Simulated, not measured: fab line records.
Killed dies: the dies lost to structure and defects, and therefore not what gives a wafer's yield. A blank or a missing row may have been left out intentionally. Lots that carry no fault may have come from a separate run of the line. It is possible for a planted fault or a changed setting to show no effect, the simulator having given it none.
fab line records + flow n5_finfet
record
- lots=7
- wafers=21
- last_day=20
route steps=1938 shown BEOL_M8@1357 PASSIVATION@1936
lots untouched by any fault: they come from a run of this same line in which no faults occurred
start_h: hours from the record's opening day to when the first of the lot's shown wafers began + wait_h: hours from the lot's prior step to this one + " unchanged from the row above + L1.1+2: a row that stands for several wafers + - either no value or no given start + * or withheld: withheld + < > ~ a bound
route shown NAME@n: names a module that has steps shown in the file, with the first one's number in the route + usual: mean and standard deviation over wafers with no fault + same: alike in all rows + chamber/n: place in a boat + sites: each site's reading + _std_site: the standard deviation of these + _edge_site: outer sites' mean less inner sites' + radius_mm: for every site, how far away it sits from the centre of the wafer + mask NAME#n: copy n + behind: the tool/chamber that last shaped the wafer + hold: reason for holding the lot/hours on hold/outcome of the hold + device: names the non-switching transistor (n, p or np) + end of line: the route-end tests of the same wafers + a step without rows: its recipe alone + killed: dies that structure and defects cost at the first sort, which is not the same as the wafer's yield + map: the dies of a wafer, with x for killed, . for not killed, _ for no die there
set.NAME: the run value of the setting; set.NAME@STEP: its run value at that earlier step + model.NAME: the simulator's own value behind a step, which no gauge read
lots at selected steps of the route; one table per step, one row per wafer
services: when a tool's chamber went out of use (start_h, in hours from the record's first day, below 0 if earlier), for how many hours, and the reason
## steps
# step N5_BEOL_M8_COAT_64
# recipe
- resist=SiARC
- temp_c=220
- time_s=60
- spin_rpm=1500
- resist_thk_nm=12
# step N5_BEOL_M8_COAT_71
# recipe
- resist=underlayer
- temp_c=205
- time_s=60
- spin_rpm=1500
- resist_thk_nm=5
# step N5_BEOL_M8_COAT_22
# recipe
- resist=CAR-EUV
- spin_rpm=1500
- resist_thk_nm=30
# step N5_BEOL_M8_EBR_24
# recipe
- solvent=PGMEA
- ebr_width_mm=1.5
# step N5_BEOL_M8_SOFTBAKE_23
# recipe
- temp_c=110
- time_s=60
- resist=CAR-EUV
# step N5_BEOL_M8_EXPOSE_25
# recipe
- mask_id=V7
- na=0.33
- source_shape=annular
- sigma_inner=0.4
- sigma_outer=0.8
- polarization=unpolarized
- target_cd_nm=40
- dose_mj=42.5
# step N5_BEOL_M8_PEB_26
# recipe
- peb_temp_c=100
- peb_time_s=60
- resist=CAR-EUV
# step N5_BEOL_M8_DEVELOP_27
# recipe
- develop_time_s=30
- developer=TMAH
- resist=CAR-EUV
- rinse_liquid=surfactant_rinse
- dry=air_spin
- dev_temp_c=23
# step N5_BEOL_M8_CD_MEAS_28
# recipe
- target_cd_nm=40
- landing_energy_ev=500
- detector=se_inlens
# usual
- cd_nm=40.02/0.24
# same
- landing_energy_ev=500
| lot.wafer | tool      | chamber | start_h | wait_h | cd_nm |
|-----------|-----------|---------|---------|--------|-------|
| L479.2    | cd_sem-03 | 0       | 272.93  | -      | 39.88 |
| L479.3    | "         | 0       | "       | "      | 40.05 |
| L479.6    | "         | 0       | "       | "      | 39.83 |
| L487.3    | cd_sem-01 | 0       | 291.86  | -      | 40.49 |
| L487.4    | "         | 0       | "       | "      | 40.30 |
| L487.5    | "         | 0       | "       | "      | 40.22 |
| L490.1    | cd_sem-02 | 0       | 316.06  | -      | 39.80 |
| L490.5    | "         | 0       | "       | "      | 40.21 |
| L490.6    | "         | 0       | "       | "      | 39.81 |
| L489.2    | cd_sem-01 | 0       | 324.19  | -      | 40.10 |
| L489.4    | "         | 0       | "       | "      | 40.06 |
| L489.5    | "         | 0       | "       | "      | 39.86 |
| L492.1    | cd_sem-01 | 0       | 341.24  | -      | 40.46 |
| L492.2    | "         | 0       | "       | "      | 39.90 |
| L492.4    | "         | 0       | "       | "      | 40.35 |
| L494.3    | cd_sem-01 | 0       | 352.94  | -      | 40.04 |
| L494.4    | "         | 0       | "       | "      | 40.35 |
| L494.5    | "         | 0       | "       | "      | 40.05 |
| L501.1    | cd_sem-02 | 0       | 414.29  | -      | 40.14 |
| L501.2    | "         | 0       | "       | "      | 39.87 |
| L501.4    | "         | 0       | "       | "      | 39.98 |
# step N5_BEOL_M8_OVL_MEAS_29
# recipe
- points_per_wafer=522
# usual
- V7_OVL=0.6/0.66
# same
- points_per_wafer=522
| lot.wafer | tool       | chamber | start_h | wait_h | V7_OVL[nm] |
|-----------|------------|---------|---------|--------|------------|
| L479.2    | overlay-02 | 0       | 272.96  | 0.0    | 0.8        |
| L479.3    | "          | 0       | "       | "      | 1.1        |
| L479.6    | "          | 0       | "       | "      | 1.1        |
| L487.3    | overlay-02 | 0       | 291.90  | 0.0    | -0.1       |
| L487.4    | "          | 0       | "       | "      | 1.2        |
| L487.5    | "          | 0       | "       | "      | -0.3       |
| L490.1    | overlay-02 | 0       | 316.09  | 0.0    | 0.9        |
| L490.5    | "          | 0       | "       | "      | 1.0        |
| L490.6    | "          | 0       | "       | "      | 0.3        |
| L489.2    | overlay-01 | 0       | 324.23  | 0.0    | -0.3       |
| L489.4    | "          | 0       | "       | "      | 0.4        |
| L489.5    | "          | 0       | "       | "      | 0.8        |
| L492.1    | overlay-02 | 0       | 341.27  | 0.0    | 0.2        |
| L492.2    | "          | 0       | "       | "      | 0.1        |
| L492.4    | "          | 0       | "       | "      | 0.4        |
| L494.3    | overlay-02 | 0       | 352.98  | 0.0    | 0.8        |
| L494.4    | "          | 0       | "       | "      | 0.8        |
| L494.5    | "          | 0       | "       | "      | 0.8        |
| L501.1    | overlay-02 | 0       | 414.32  | 0.0    | 1.1        |
| L501.2    | "          | 0       | "       | "      | 1.5        |
| L501.4    | "          | 0       | "       | "      | 1.0        |
# step N5_BEOL_M8_INSPECT_30
# recipe
- mode=adi
- inspect_instrument=brightfield
# usual
- raw_defect_count=406/81
| lot.wafer | tool              | chamber | start_h | wait_h | raw_defect_count |
|-----------|-------------------|---------|---------|--------|------------------|
| L479.2    | defect_inspect-02 | -       | 273.02  | 0.0    | 468              |
| L479.3    | "                 | -       | "       | "      | 495              |
| L479.6    | "                 | -       | "       | "      | 476              |
| L487.3    | defect_inspect-01 | -       | 291.95  | 0.0    | 420              |
| L487.4    | "                 | -       | "       | "      | 466              |
| L487.5    | "                 | -       | "       | "      | 362              |
| L490.1    | defect_inspect-02 | -       | 316.15  | 0.1    | 262              |
| L490.5    | "                 | -       | "       | "      | 297              |
| L490.6    | "                 | -       | "       | "      | 253              |
| L489.2    | defect_inspect-02 | -       | 324.28  | 0.0    | 300              |
| L489.4    | "                 | -       | "       | "      | 470              |
| L489.5    | "                 | -       | "       | "      | 483              |
| L492.1    | defect_inspect-01 | -       | 341.34  | 0.1    | 357              |
| L492.2    | "                 | -       | "       | "      | 390              |
| L492.4    | "                 | -       | "       | "      | 355              |
| L494.3    | defect_inspect-01 | -       | 353.03  | 0.0    | 490              |
| L494.4    | "                 | -       | "       | "      | 404              |
| L494.5    | "                 | -       | "       | "      | 426              |
| L501.1    | defect_inspect-01 | -       | 414.38  | 0.1    | 388              |
| L501.2    | "                 | -       | "       | "      | 537              |
| L501.4    | "                 | -       | "       | "      | 447              |
# step N5_BEOL_M8_DESCUM_33
# recipe
- chemistry=O2
- time_s=7
- source_power_w=50
- bias_power_w=20
- pressure_mtorr=20
- rf_frequency_hz=2.712e+07
- temp_c=40
- resist=CAR-EUV
- o2_flow_sccm=225
# usual
- drypump_motor_current_A=5.8/0.54
- oes_product_au=0.81/0.11
- rf_vpp_V=243.4/1.4
- showerhead_plenum_p_Torr=2.11/0.083
- throttle_valve_pct=20.4/0.33
| lot.wafer | tool        | chamber | start_h | wait_h | drypump_motor_current_A | oes_product_au | rf_hours_counter_h | rf_vpp_V | showerhead_plenum_p_Torr | throttle_valve_pct |
|-----------|-------------|---------|---------|--------|-------------------------|----------------|--------------------|----------|--------------------------|--------------------|
| L479.2    | rie_diel-03 | 3       | 273.51  | 0.5    | 6.1                     | 1.02           | 0                  | 245.6    | 2.24                     | 20.0               |
| L479.3    | "           | 1       | "       | "      | 5.9                     | 0.74           | 197                | 244.2    | 2.18                     | 21.0               |
| L479.6    | "           | 3       | "       | "      | 6.1                     | 1.02           | -                  | 246.2    | 2.24                     | 20.1               |
| L487.3    | rie_diel-03 | 1       | 291.98  | 0.0    | 5.9                     | 0.73           | 204                | 244.3    | 2.18                     | 21.0               |
| L487.4    | "           | 0       | "       | "      | 4.9                     | 0.86           | 41                 | 242.7    | 2.05                     | 20.1               |
| L487.5    | "           | 1       | "       | "      | 5.9                     | 0.74           | -                  | 245.7    | 2.18                     | 21.0               |
| L490.1    | rie_diel-06 | 1       | 316.18  | 0.0    | 5.2                     | 0.67           | 245                | 243.2    | 2.17                     | 20.6               |
| L490.5    | "           | 3       | "       | "      | 6.8                     | 0.94           | -                  | 243.8    | 2.13                     | 19.9               |
| L490.6    | "           | 2       | "       | "      | 6.2                     | 0.97           | -                  | 243.5    | 2.16                     | 20.4               |
| L489.2    | rie_diel-06 | 3       | 324.32  | 0.0    | 6.8                     | 0.93           | 14                 | 243.3    | 2.12                     | 20.0               |
| L489.4    | "           | 2       | "       | "      | 6.2                     | 0.95           | 5                  | 244.5    | 2.16                     | 20.4               |
| L489.5    | "           | 1       | "       | "      | 5.2                     | 0.66           | -                  | 243.7    | 2.17                     | 20.6               |
| L492.1    | rie_diel-03 | 3       | 341.37  | 0.0    | 6.2                     | 0.93           | 24                 | 244.7    | 2.23                     | 20.1               |
| L492.2    | "           | 0       | "       | "      | 4.8                     | 0.85           | 57                 | 242.7    | 2.04                     | 20.2               |
| L492.4    | "           | 2       | "       | "      | 5.6                     | 0.68           | 234                | 240.7    | 1.97                     | 20.4               |
| L494.3    | rie_diel-06 | 0       | 353.12  | 0.1    | 5.9                     | 0.69           | 250                | 244.9    | 2.13                     | 20.5               |
| L494.4    | "           | 3       | "       | "      | 6.8                     | 0.91           | -                  | 245.2    | 2.12                     | 20.0               |
| L494.5    | "           | 0       | "       | "      | 5.9                     | 0.69           | -                  | 243.4    | 2.13                     | 20.5               |
| L501.1    | rie_diel-06 | 3       | 414.41  | 0.0    | 6.8                     | 0.86           | 56                 | 244.5    | 2.11                     | 20.0               |
| L501.2    | "           | 2       | "       | "      | 6.2                     | 0.86           | 46                 | 244.2    | 2.15                     | 20.4               |
| L501.4    | "           | 2       | "       | "      | 6.1                     | 0.87           | -                  | 243.1    | 2.15                     | 20.4               |
# step N5_BEOL_M8_ETCH_72
# recipe
- chemistry=N2/H2
- target=underlayer
- target_depth_a=65
- mask_material=CAR-EUV
- time_s=5.2
- ion_energy_ev=200
- pressure_mtorr=30
- source_w=840
- bias_w=150
- n2_flow_sccm=200
- h2_flow_sccm=200
- ends=cleared
# usual
- bias_w=150.0/0.45
- chamber_pressure_mTorr=30.00/0.045
- drypump_motor_current_A=5.8/0.54
- etch_rf_on_time_s=5.13/0.14
- n2_flow_sccm=200.1/0.59
- oes_product_au=0.69/0.092
- rf_vpp_V=525/3.1
- showerhead_plenum_p_Torr=2.56/0.097
- throttle_valve_pct=17.8/0.36
| lot.wafer | tool        | chamber | start_h | wait_h | bias_w | chamber_pressure_mTorr | drypump_motor_current_A | etch_rf_on_time_s | n2_flow_sccm | oes_product_au | rf_hours_counter_h | rf_vpp_V | showerhead_plenum_p_Torr | throttle_valve_pct | model.CAR-EUV_of_BEOL_M8_COAT_22.thk_nm |
|-----------|-------------|---------|---------|--------|--------|------------------------|-------------------------|-------------------|--------------|----------------|--------------------|----------|--------------------------|--------------------|-----------------------------------------|
| L479.2    | rie_diel-03 | 3       | 273.54  | 0.0    | 149.8  | 29.94                  | 6.1                     | 5.17              | 200.3        | 0.86           | 0                  | 528      | 2.71                     | 17.3               | 20.2                                    |
| L479.3    | "           | 1       | "       | "      | 150.0  | 29.94                  | 5.9                     | 5.06              | 199.9        | 0.64           | 197                | 527      | 2.63                     | 18.5               | 20.2                                    |
| L479.6    | "           | 3       | "       | "      | 149.9  | 29.98                  | 6.1                     | 5.27              | 200.3        | 0.86           | -                  | 530      | 2.71                     | 17.4               | 20.4                                    |
| L487.3    | rie_diel-03 | 1       | 292.02  | 0.0    | -      | -                      | -                       | -                 | -            | -              | -                  | -        | -                        | -                  | 26                                      |
| L487.4    | "           | 0       | "       | "      | -      | -                      | -                       | -                 | -            | -              | -                  | -        | -                        | -                  | 26.2                                    |
| L487.5    | "           | 1       | "       | "      | -      | -                      | -                       | -                 | -            | -              | -                  | -        | -                        | -                  | 26                                      |
| L490.1    | rie_diel-06 | 1       | 316.22  | 0.0    | -      | -                      | -                       | -                 | -            | -              | -                  | -        | -                        | -                  | 26                                      |
| L490.5    | "           | 3       | "       | "      | -      | -                      | -                       | -                 | -            | -              | -                  | -        | -                        | -                  | 26.2                                    |
| L490.6    | "           | 2       | "       | "      | -      | -                      | -                       | -                 | -            | -              | -                  | -        | -                        | -                  | 26.2                                    |
| L489.2    | rie_diel-06 | 3       | 324.35  | 0.0    | -      | -                      | -                       | -                 | -            | -              | -                  | -        | -                        | -                  | 26.2                                    |
| L489.4    | "           | 2       | "       | "      | -      | -                      | -                       | -                 | -            | -              | -                  | -        | -                        | -                  | 26.2                                    |
| L489.5    | "           | 1       | "       | "      | -      | -                      | -                       | -                 | -            | -              | -                  | -        | -                        | -                  | 26                                      |
| L492.1    | rie_diel-03 | 3       | 341.41  | 0.0    | 150.3  | 29.94                  | 6.1                     | 5.20              | 200.1        | 0.80           | 24                 | 528      | 2.70                     | 17.4               | 20.4                                    |
| L492.2    | "           | 0       | "       | "      | 149.8  | 29.95                  | 4.8                     | 5.01              | 200.4        | 0.73           | 57                 | 519      | 2.48                     | 17.5               | 20.4                                    |
| L492.4    | "           | 2       | "       | "      | 149.9  | 30.06                  | 5.6                     | 5.37              | 200.8        | 0.58           | 234                | 522      | 2.40                     | 17.9               | 20.4                                    |
| L494.3    | rie_diel-06 | 0       | 353.16  | 0.0    | 150.4  | 29.95                  | 5.9                     | 5.22              | 200.3        | 0.59           | 250                | 526      | 2.61                     | 18.2               | 20.4                                    |
| L494.4    | "           | 3       | "       | "      | 149.9  | 29.98                  | 6.8                     | 5.22              | 199.9        | 0.75           | -                  | 525      | 2.60                     | 17.6               | 20.4                                    |
| L494.5    | "           | 0       | "       | "      | 150.1  | 30.00                  | 5.9                     | 5.14              | 200.9        | 0.59           | -                  | 525      | 2.61                     | 18.2               | 20.4                                    |
| L501.1    | rie_diel-06 | 3       | 414.46  | 0.0    | 150.1  | 30.04                  | 6.8                     | 5.19              | 200.2        | 0.72           | 56                 | 526      | 2.58                     | 17.6               | 20.4                                    |
| L501.2    | "           | 2       | "       | "      | 150.0  | 30.00                  | 6.2                     | 5.03              | 199.9        | 0.74           | 46                 | 528      | 2.59                     | 17.8               | 20.6                                    |
| L501.4    | "           | 2       | "       | "      | 150.0  | 29.94                  | 6.2                     | 5.05              | 200.1        | 0.74           | -                  | 527      | 2.59                     | 17.8               | 20.4                                    |
# step N5_BEOL_M8_ETCH_65
# recipe
- chemistry=CF4
- target=SiARC
- target_depth_a=156
- mask_material=CAR-EUV
- time_s=26
- ion_energy_ev=80
- pressure_mtorr=40
- source_w=545
- bias_w=36
- Ar_flow_sccm=100
- cf4_flow_sccm=100
- ends=cleared
# usual
- bias_w=36.01/0.12
- cf4_flow_sccm=100.0/0.32
- drypump_motor_current_A=5.8/0.54
- etch_rf_on_time_s=25.7/0.6
- mfc_ar_sccm=100.0/0.31
- oes_product_au=0.69/0.091
- rf_vpp_V=184.2/1.2
- showerhead_plenum_p_Torr=2.16/0.074
- throttle_valve_pct=15.5/0.32
| lot.wafer | tool        | chamber | start_h | wait_h | bias_w | cf4_flow_sccm | drypump_motor_current_A | etch_rf_on_time_s | mfc_ar_sccm | oes_product_au | rf_hours_counter_h | rf_vpp_V | showerhead_plenum_p_Torr | throttle_valve_pct | model.CAR-EUV_of_BEOL_M8_COAT_22.thk_nm |
|-----------|-------------|---------|---------|--------|--------|---------------|-------------------------|-------------------|-------------|----------------|--------------------|----------|--------------------------|--------------------|-----------------------------------------|
| L479.2    | rie_diel-03 | 3       | 273.56  | 0.0    | 36.11  | 99.5          | 6.1                     | 25.8              | 100.5       | 0.87           | 0                  | 185.8    | 2.27                     | 15.1               | 11                                      |
| L479.3    | "           | 1       | "       | "      | 35.86  | 100.6         | 5.9                     | 25.3              | 99.5        | 0.64           | 197                | 184.0    | 2.21                     | 16.1               | 11                                      |
| L479.6    | "           | 3       | "       | "      | 36.07  | 100.0         | 6.1                     | 26.0              | 100.3       | 0.87           | -                  | 184.9    | 2.27                     | 15.1               | 11.2                                    |
| L487.3    | rie_diel-03 | 1       | 292.04  | 0.0    | 35.76  | 100.3         | 5.9                     | 25.1              | 99.5        | 0.64           | 204                | 183.9    | 2.21                     | 16.1               | 16.8                                    |
| L487.4    | "           | 0       | "       | "      | 36.27  | 100.0         | 4.9                     | 24.9              | 99.6        | 0.75           | 41                 | 184.6    | 2.11                     | 15.3               | 17                                      |
| L487.5    | "           | 1       | "       | "      | 35.87  | 100.6         | 5.9                     | 25.0              | 99.4        | 0.64           | -                  | 185.4    | 2.21                     | 16.1               | 16.8                                    |
| L490.1    | rie_diel-06 | 1       | 316.23  | 0.0    | 36.02  | 99.6          | 5.2                     | 25.5              | 99.6        | 0.57           | 245                | 185.3    | 2.20                     | 15.8               | 16.8                                    |
| L490.5    | "           | 3       | "       | "      | 35.97  | 100.0         | 6.8                     | 26.1              | 100.2       | 0.79           | -                  | 183.9    | 2.20                     | 15.3               | 17                                      |
| L490.6    | "           | 2       | "       | "      | 35.72  | 100.0         | 6.1                     | 25.6              | 100.0       | 0.81           | -                  | 185.0    | 2.18                     | 15.3               | 17                                      |
| L489.2    | rie_diel-06 | 3       | 324.37  | 0.0    | 36.05  | 99.8          | 6.8                     | 26.3              | 99.8        | 0.78           | 14                 | 185.2    | 2.20                     | 15.3               | 16.8                                    |
| L489.4    | "           | 2       | "       | "      | 36.05  | 100.2         | 6.2                     | 25.5              | 100.1       | 0.81           | 5                  | 185.0    | 2.18                     | 15.2               | 16.8                                    |
| L489.5    | "           | 1       | "       | "      | 36.00  | 99.7          | 5.2                     | 25.4              | 99.9        | 0.58           | -                  | 184.4    | 2.20                     | 15.8               | 16.8                                    |
| L492.1    | rie_diel-03 | 3       | 341.42  | 0.0    | 36.06  | 99.8          | 6.1                     | 25.7              | 100.6       | 0.79           | 24                 | 184.9    | 2.26                     | 15.2               | 11.2                                    |
| L492.2    | "           | 0       | "       | "      | 35.86  | 100.1         | 4.8                     | 24.8              | 100.1       | 0.73           | 57                 | 182.6    | 2.10                     | 15.4               | 11.2                                    |
| L492.4    | "           | 2       | "       | "      | 35.86  | 100.1         | 5.6                     | 26.4              | 100.4       | 0.58           | 234                | 182.5    | 2.03                     | 15.7               | 11.2                                    |
| L494.3    | rie_diel-06 | 0       | 353.18  | 0.0    | 36.28  | 100.0         | 5.9                     | 25.9              | 99.9        | 0.59           | 250                | 186.6    | 2.19                     | 15.9               | 11.2                                    |
| L494.4    | "           | 3       | "       | "      | 35.99  | 99.2          | 6.8                     | 26.4              | 100.1       | 0.76           | -                  | 185.1    | 2.20                     | 15.3               | 11.2                                    |
| L494.5    | "           | 0       | "       | "      | 36.01  | 100.3         | 5.9                     | 26.2              | 99.8        | 0.60           | -                  | 184.9    | 2.19                     | 15.9               | 11.2                                    |
| L501.1    | rie_diel-06 | 3       | 414.49  | 0.0    | 35.87  | 99.6          | 6.8                     | 26.2              | 99.8        | 0.73           | 56                 | 184.3    | 2.19                     | 15.4               | 11.2                                    |
| L501.2    | "           | 2       | "       | "      | 35.85  | 100.3         | 6.2                     | 25.5              | 100.1       | 0.73           | 46                 | 183.9    | 2.16                     | 15.3               | 11.4                                    |
| L501.4    | "           | 2       | "       | "      | 36.12  | 100.3         | 6.2                     | 25.7              | 100.6       | 0.73           | -                  | 185.3    | 2.16                     | 15.3               | 11.2                                    |
# step N5_BEOL_M8_ETCH_66
# recipe
- chemistry=N2/H2
- target=SOC
- target_depth_a=800
- overetch_a=160
- mask_material=SiARC
- temp_c=40
- time_s=120
- ion_energy_ev=200
- pressure_mtorr=30
- source_w=840
- bias_w=150
- n2_flow_sccm=200
- h2_flow_sccm=200
# usual
- bias_w=150.0/0.46
- chamber_pressure_mTorr=30.000/0.027
- drypump_motor_current_A=5.8/0.54
- n2_flow_sccm=200.0/0.6
- oes_product_au=0.62/0.078
- rf_vpp_V=524.3/2.7
- showerhead_plenum_p_Torr=2.56/0.097
- throttle_valve_pct=17.8/0.36
| lot.wafer | tool        | chamber | start_h | wait_h | bias_w | chamber_pressure_mTorr | drypump_motor_current_A | n2_flow_sccm | oes_product_au | rf_hours_counter_h | rf_vpp_V | showerhead_plenum_p_Torr | throttle_valve_pct |
|-----------|-------------|---------|---------|--------|--------|------------------------|-------------------------|--------------|----------------|--------------------|----------|--------------------------|--------------------|
| L479.2    | rie_diel-03 | 3       | 273.59  | 0.0    | 150.0  | 29.964                 | 6.1                     | 200.1        | 0.79           | 0                  | 528.8    | 2.71                     | 17.3               |
| L479.3    | "           | 1       | "       | "      | 149.3  | 30.006                 | 6.0                     | 200.6        | 0.57           | 197                | 526.9    | 2.63                     | 18.5               |
| L479.6    | "           | 3       | "       | "      | 149.6  | 30.007                 | 6.1                     | 199.9        | 0.77           | -                  | 528.0    | 2.71                     | 17.3               |
| L487.3    | rie_diel-03 | 1       | 292.06  | 0.0    | 150.4  | 30.026                 | 5.9                     | 201.1        | 0.56           | 204                | 524.8    | 2.63                     | 18.5               |
| L487.4    | "           | 0       | "       | "      | 149.3  | 30.011                 | 4.9                     | 200.3        | 0.65           | 41                 | 522.8    | 2.49                     | 17.5               |
| L487.5    | "           | 1       | "       | "      | 150.0  | 29.989                 | 5.9                     | 200.3        | 0.57           | -                  | 527.4    | 2.63                     | 18.5               |
| L490.1    | rie_diel-06 | 1       | 316.26  | 0.0    | 150.0  | 29.980                 | 5.2                     | 198.5        | 0.51           | 245                | 525.5    | 2.60                     | 17.8               |
| L490.5    | "           | 3       | "       | "      | 150.2  | 30.002                 | 6.8                     | 200.2        | 0.71           | -                  | 524.6    | 2.60                     | 17.5               |
| L490.6    | "           | 2       | "       | "      | 149.9  | 30.020                 | 6.3                     | 200.1        | 0.73           | -                  | 525.5    | 2.61                     | 17.7               |
| L489.2    | rie_diel-06 | 3       | 324.40  | 0.0    | 150.6  | 29.990                 | 6.8                     | 200.6        | 0.71           | 14                 | 524.5    | 2.60                     | 17.5               |
| L489.4    | "           | 2       | "       | "      | 150.0  | 29.994                 | 6.2                     | 201.1        | 0.73           | 5                  | 525.4    | 2.61                     | 17.7               |
| L489.5    | "           | 1       | "       | "      | 150.2  | 30.021                 | 5.3                     | 199.9        | 0.50           | -                  | 525.8    | 2.60                     | 17.8               |
| L492.1    | rie_diel-03 | 2       | 341.45  | 0.0    | 150.0  | 29.989                 | 5.6                     | 199.3        | 0.52           | 234                | 520.4    | 2.40                     | 17.9               |
| L492.2    | "           | 3       | "       | "      | 149.5  | 29.962                 | 6.1                     | 199.7        | 0.70           | 24                 | 528.4    | 2.70                     | 17.4               |
| L492.4    | "           | 1       | "       | "      | 150.2  | 30.015                 | 5.9                     | 199.3        | 0.55           | 219                | 526.7    | 2.62                     | 18.5               |
| L494.3    | rie_diel-06 | 0       | 353.20  | 0.0    | 149.9  | 29.996                 | 5.9                     | 200.3        | 0.53           | 250                | 525.8    | 2.61                     | 18.1               |
| L494.4    | "           | 3       | "       | "      | 150.1  | 30.011                 | 6.8                     | 200.6        | 0.68           | -                  | 525.1    | 2.60                     | 17.5               |
| L494.5    | "           | 0       | "       | "      | 149.7  | 29.996                 | 5.9                     | 200.6        | 0.53           | -                  | 526.3    | 2.61                     | 18.1               |
| L501.1    | rie_diel-06 | 3       | 414.53  | 0.0    | 149.4  | 29.945                 | 6.8                     | 199.8        | 0.64           | 56                 | 525.5    | 2.58                     | 17.6               |
| L501.2    | "           | 2       | "       | "      | 149.7  | 29.956                 | 6.2                     | 199.0        | 0.66           | 46                 | 525.2    | 2.59                     | 17.8               |
| L501.4    | "           | 2       | "       | "      | 149.8  | 30.021                 | 6.2                     | 200.1        | 0.65           | -                  | 525.1    | 2.59                     | 17.8               |
# step N5_PASSIVATION_PROBE_49
# usual
- defect_limited_yield=91.4/1.2
- killed_at_M0_to_M3=35/11
- killed_at_M4_up=14/6
- killed_at_contacts=12/6.7
- killed_at_front_end=37/9.7
- killed_at_other=3.5/2.5
- killed_dies=102/15
- killed_open=67/12
- killed_short=33/7.3
- sort_bin_5_function=5.1/0.81
- sort_bin_6_memory=3.2/0.65
- sort_n_pass=1078/15
- sort_yield_pct=91.4/1.2
# same
- gross_dies=1180
- killed_at_back_side=0
- sort_bin_4_leakage[%]=0
- sort_bin_8_speed[%]=0
| lot.wafer | tool      | chamber | start_h | wait_h | defect_limited_yield[%] | killed_at_M0_to_M3 | killed_at_M4_up | killed_at_contacts | killed_at_front_end | killed_at_other | killed_dies | killed_open | killed_short | sort_bin_5_function[%] | sort_bin_6_memory[%] | sort_n_pass | sort_yield_pct[%] |
|-----------|-----------|---------|---------|--------|-------------------------|--------------------|-----------------|--------------------|---------------------|-----------------|-------------|-------------|--------------|------------------------|----------------------|-------------|-------------------|
| L492.1    | prober-02 | -       | 408.37  | 0.0    | 91.5                    | 38                 | 11              | 23                 | 28                  | 0               | 100         | 73          | 25           | 5.8                    | 2.5                  | 1080        | 91.5              |
| L492.2    | prober-02 | -       | 408.42  | 0.1    | 90.8                    | 33                 | 15              | 13                 | 46                  | 1               | 108         | 82          | 26           | 5.5                    | 3.6                  | 1072        | 90.8              |
| L492.4    | prober-02 | -       | 408.52  | 0.2    | 91.5                    | 50                 | 5               | 16                 | 25                  | 4               | 100         | 62          | 37           | 4.7                    | 3.6                  | 1080        | 91.5              |
# killed by level:class
L492.1 MOL_CONTACT_COAG:geometric_particle:open=19 FIN_SAQP:geometric_particle:open=11 BEOL_M2:geometric_particle:open=9 BEOL_M0_SAQP:geometric_particle:short=8 BEOL_M1:geometric_particle:open=5 BEOL_M3:geometric_particle:open=5 MOL_CONTACT_COAG:geometric_particle:short=4 BEOL_M0_SAQP:geometric_particle:open=4
L492.2 FIN_SAQP:geometric_particle:open=27 BEOL_M1:geometric_particle:open=18 MOL_CONTACT_COAG:geometric_particle:open=10 FIN_SAQP:geometric_particle:short=9 BEOL_M3:geometric_particle:open=6 BEOL_M2:geometric_particle:open=4 BEOL_M4:geometric_particle:open=4 BEOL_M8:geometric_particle:short=4
L492.4 BEOL_M0_SAQP:geometric_particle:short=15 BEOL_M2:geometric_particle:open=11 FIN_SAQP:geometric_particle:open=10 MOL_CONTACT_COAG:geometric_particle:open=10 BEOL_M1:geometric_particle:open=9 MOL_CONTACT_COAG:geometric_particle:short=6 BEOL_M0_SAQP:geometric_particle:open=5 BEOL_M3:geometric_particle:open=4
## services
| tool        | chamber | start_h | hours | kind                          |
|-------------|---------|---------|-------|-------------------------------|
| rie_diel-03 | 3       | 251.28  | -     | clean                         |
| rie_diel-03 | 3       | 251.28  | -     | consumable_replace:focus_ring |
| rie_diel-03 | 3       | 251.28  | -     | consumable_replace:showerhead |
| rie_diel-03 | 3       | 251.28  | 21.2  | scheduled_down                |
| rie_diel-03 | 3       | 251.28  | 21.2  | vent_cycle                    |
| rie_diel-06 | 3       | 268.66  | -     | clean                         |
| rie_diel-06 | 3       | 268.66  | -     | consumable_replace:focus_ring |
| rie_diel-06 | 3       | 268.66  | 20.6  | scheduled_down                |
| rie_diel-06 | 3       | 268.66  | 20.6  | vent_cycle                    |
| rie_diel-06 | 2       | 289.23  | -     | clean                         |
| rie_diel-06 | 2       | 289.23  | -     | consumable_replace:focus_ring |
| rie_diel-06 | 2       | 289.23  | 18.8  | scheduled_down                |
| rie_diel-06 | 2       | 289.23  | 18.8  | vent_cycle                    |
| rie_diel-06 | 1       | 337.72  | -     | clean                         |
| rie_diel-06 | 1       | 337.72  | -     | consumable_replace:focus_ring |
| rie_diel-06 | 1       | 337.72  | 25.3  | scheduled_down                |
| rie_diel-06 | 1       | 337.72  | 25.3  | vent_cycle                    |
| rie_diel-06 | 0       | 363.10  | -     | clean                         |
| rie_diel-06 | 0       | 363.10  | -     | consumable_replace:focus_ring |
| rie_diel-06 | 0       | 363.10  | 26.1  | scheduled_down                |
| rie_diel-06 | 0       | 363.10  | 26.1  | vent_cycle                    |
| rie_diel-06 | 0       | 391.80  | 48.8  | repair                        |
| rie_diel-03 | 2       | 392.46  | -     | clean                         |
| rie_diel-06 | 1       | 404.37  | 14.4  | repair                        |
## key
first_sign
- step=N5_BEOL_M8_ETCH_72
- reading=tool_record
- direction=missing
effect none on later readings
model_effect
- step=N5_BEOL_M8_ETCH_72
- value=CAR-EUV_of_BEOL_M8_COAT_22.thk_nm
- without=20.4
- struck=26.11
model_effect
- step=N5_BEOL_M8_ETCH_65
- value=CAR-EUV_of_BEOL_M8_COAT_22.thk_nm
- without=11.22
- struck=16.87
met_at N5_BEOL_M8_ETCH_72
struck_wafers L487.3,L487.4,L487.5,L489.2,L489.4,L489.5,L490.1,L490.5,L490.6
onset_between 273.54 292.02
fault
- kind=skipped_step_whole
- tool=rie_diel-03,rie_diel-06
- chamber=-
- onset_h=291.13
- steps=N5_BEOL_M8_ETCH_72
- scope=struck_lots_only
